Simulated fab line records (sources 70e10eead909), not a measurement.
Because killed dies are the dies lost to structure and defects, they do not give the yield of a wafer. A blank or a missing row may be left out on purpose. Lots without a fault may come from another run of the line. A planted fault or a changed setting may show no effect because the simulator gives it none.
Matching of chambers || flow nand harc || 4 sister chambers for NHARC_A_CONTACT_ETCH_30 on rie diel-02
The step etches the open film in CF4/CHF3, target depth 72.6 nm, time 36.3 s. 4 wafers are shown with their chamber, then 7 later ones without.

WAFERS WITH THEIR CHAMBER
{"wafer": "L234.5", "chamber": 2, "drypump motor current A (A)": 5.3}
{"wafer": "L244.3", "chamber": 1, "drypump motor current A (A)": 5.0}
{"wafer": "L246.2", "chamber": 3, "drypump motor current A (A)": 6.1}
{"wafer": "L246.3", "chamber": 0, "drypump motor current A (A)": 5.7}

WAFERS WHOSE CHAMBER IS MISSING
{"wafer": "L246.4", "drypump motor current A (A)": 5.3}
{"wafer": "L248.1", "drypump motor current A (A)": 5.7}
{"wafer": "L248.2", "drypump motor current A (A)": 6.0}
{"wafer": "L248.5", "drypump motor current A (A)": 5.7}
{"wafer": "L247.1", "drypump motor current A (A)": 6.1}
{"wafer": "L247.2", "drypump motor current A (A)": 5.0}
{"wafer": "L247.5", "drypump motor current A (A)": 5.3}

THE CHAMBER EACH PASSED THROUGH
{"wafer": "L246.4", "from the rows above": 2, "in truth": 2}
{"wafer": "L248.1", "from the rows above": 0, "in truth": 0}
{"wafer": "L248.2", "from the rows above": 3, "in truth": 3}
{"wafer": "L248.5", "from the rows above": 0, "in truth": 0}
{"wafer": "L247.1", "from the rows above": 3, "in truth": 3}
{"wafer": "L247.2", "from the rows above": 1, "in truth": 1}
{"wafer": "L247.5", "from the rows above": 2, "in truth": 2}
Correctly placed: 7 of 7. From these rows, 0 cannot be placed. Wrongly placed: 0.
How it was worked out, from the rows above alone: a wafer's distance from a chamber is the root of the sum, over the readings, of the square of ((its reading less the chamber's mean) divided by the reading's scatter). If the next closest chamber is less than 2 further off than the closest, the wafer can't be placed; otherwise it belongs to the closest. The mean given for a chamber averages the wafers shown for that chamber. The scatter (one wafer shown for each chamber): square how far every hidden wafer sits from the nearest shown wafer, average those squares and take the square root.
